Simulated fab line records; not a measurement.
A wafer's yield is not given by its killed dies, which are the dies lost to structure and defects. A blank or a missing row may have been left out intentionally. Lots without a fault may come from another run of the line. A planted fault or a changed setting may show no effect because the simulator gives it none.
Matching of chambers :: flow nandHarc :: NHARC_A_STAIRCASE_CMP_472 on cmp-02 has 4 sister chambers
The step polishes SiO2. 16 wafers are shown with their chamber, then 8 later ones without.

== WAFERS PAIRED WITH THEIR CHAMBERS ==
wafer: L074.1
chamber: 3
motorCurrentA (A): 11.7
edgeZonePressureFrac: 0.999
slurryFilterDpKPa (kPa): 13.45

wafer: L074.4
chamber: 0
motorCurrentA (A): 10.3
edgeZonePressureFrac: 0.996
slurryFilterDpKPa (kPa): 13.45

wafer: L074.6
chamber: 0
motorCurrentA (A): 10.5
edgeZonePressureFrac: 0.997
slurryFilterDpKPa (kPa): 13.47

wafer: L076.1
chamber: 1
motorCurrentA (A): 11.6
edgeZonePressureFrac: 0.995
slurryFilterDpKPa (kPa): 13.48

wafer: L076.2
chamber: 3
motorCurrentA (A): 11.7
edgeZonePressureFrac: 0.998
slurryFilterDpKPa (kPa): 13.59

wafer: L076.5
chamber: 1
motorCurrentA (A): 11.6
edgeZonePressureFrac: 0.997
slurryFilterDpKPa (kPa): 13.58

wafer: L080.4
chamber: 0
motorCurrentA (A): 10.6
edgeZonePressureFrac: 0.997
slurryFilterDpKPa (kPa): 13.44

wafer: L080.5
chamber: 0
motorCurrentA (A): 11.0
edgeZonePressureFrac: 0.998
slurryFilterDpKPa (kPa): 13.58

wafer: L080.6
chamber: 1
motorCurrentA (A): 11.0
edgeZonePressureFrac: 0.994
slurryFilterDpKPa (kPa): 13.30

wafer: L083.1
chamber: 1
motorCurrentA (A): 12.1
edgeZonePressureFrac: 1.000
slurryFilterDpKPa (kPa): 13.60

wafer: L083.2
chamber: 2
motorCurrentA (A): 11.4
edgeZonePressureFrac: 1.011
slurryFilterDpKPa (kPa): 13.51

wafer: L083.3
chamber: 0
motorCurrentA (A): 10.2
edgeZonePressureFrac: 1.004
slurryFilterDpKPa (kPa): 13.55

wafer: L086.1
chamber: 3
motorCurrentA (A): 11.2
edgeZonePressureFrac: 1.007
slurryFilterDpKPa (kPa): 13.64

wafer: L086.2
chamber: 2
motorCurrentA (A): 11.4
edgeZonePressureFrac: 1.000
slurryFilterDpKPa (kPa): 13.46

wafer: L086.5
chamber: 1
motorCurrentA (A): 11.4
edgeZonePressureFrac: 0.994
slurryFilterDpKPa (kPa): 13.62

wafer: L087.1
chamber: 0
motorCurrentA (A): 10.4
edgeZonePressureFrac: 0.994
slurryFilterDpKPa (kPa): 13.67

SIGNATURES, as means of the wafers listed above
reading: motorCurrentA
chamber 0: 10.500
chamber 1: 11.540
chamber 2: 11.400
chamber 3: 11.533
scatter within a chamber: 0.316

reading: edgeZonePressureFrac
chamber 0: 0.99767
chamber 1: 0.99600
chamber 2: 1.00550
chamber 3: 1.00133
scatter within a chamber: 0.00401

reading: slurryFilterDpKPa
chamber 0: 13.5267
chamber 1: 13.5160
chamber 2: 13.4850
chamber 3: 13.5600
scatter within a chamber: 0.105
Rule: for each reading, subtract the chamber's mean from the wafer's reading, divide by that reading's scatter and square the result; add these up over the readings and take the root, which gives the wafer's distance from the chamber. The wafer belongs to the nearest chamber; if the next one is less than 2 further off, it can't be placed. The scatter: the root of (the sum of the squares of (reading less its chamber's mean) over the shown wafers, divided by (wafers less chambers)).

== WAFERS WITHOUT THEIR CHAMBER ==
wafer: L087.5
motorCurrentA (A): 10.9
edgeZonePressureFrac: 0.992
slurryFilterDpKPa (kPa): 13.38

wafer: L087.6
motorCurrentA (A): 11.7
edgeZonePressureFrac: 1.003
slurryFilterDpKPa (kPa): 13.52

wafer: L090.1
motorCurrentA (A): 11.5
edgeZonePressureFrac: 1.008
slurryFilterDpKPa (kPa): 13.28

wafer: L090.4
motorCurrentA (A): 10.3
edgeZonePressureFrac: 1.004
slurryFilterDpKPa (kPa): 13.31

wafer: L090.5
motorCurrentA (A): 10.1
edgeZonePressureFrac: 1.002
slurryFilterDpKPa (kPa): 13.50

wafer: L093.1
motorCurrentA (A): 11.8
edgeZonePressureFrac: 0.993
slurryFilterDpKPa (kPa): 13.48

wafer: L093.2
motorCurrentA (A): 11.6
edgeZonePressureFrac: 1.002
slurryFilterDpKPa (kPa): 13.37

wafer: L093.4
motorCurrentA (A): 11.2
edgeZonePressureFrac: 0.998
slurryFilterDpKPa (kPa): 13.50

== CHAMBER TAKEN BY EACH ==
wafer: L087.5
from the rows above: can't be placed: 0 or 1 or 3 or 2
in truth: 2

wafer: L087.6
from the rows above: can't be placed: 3 or 2 or 1
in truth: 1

wafer: L090.1
from the rows above: can't be placed: 2 or 3 or 1
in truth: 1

wafer: L090.4
from the rows above: can't be placed: 0 or 2 or 3
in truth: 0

wafer: L090.5
from the rows above: 0
in truth: 0

wafer: L093.1
from the rows above: can't be placed: 1 or 3
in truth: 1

wafer: L093.2
from the rows above: can't be placed: 2 or 3 or 1
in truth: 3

wafer: L093.4
from the rows above: can't be placed: 1 or 3 or 2 or 0
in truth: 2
Correct placement for 1 of the 8. Cannot be placed on the basis of these rows: 7; the candidates contain the true chamber in 7. Placed wrongly: 0.
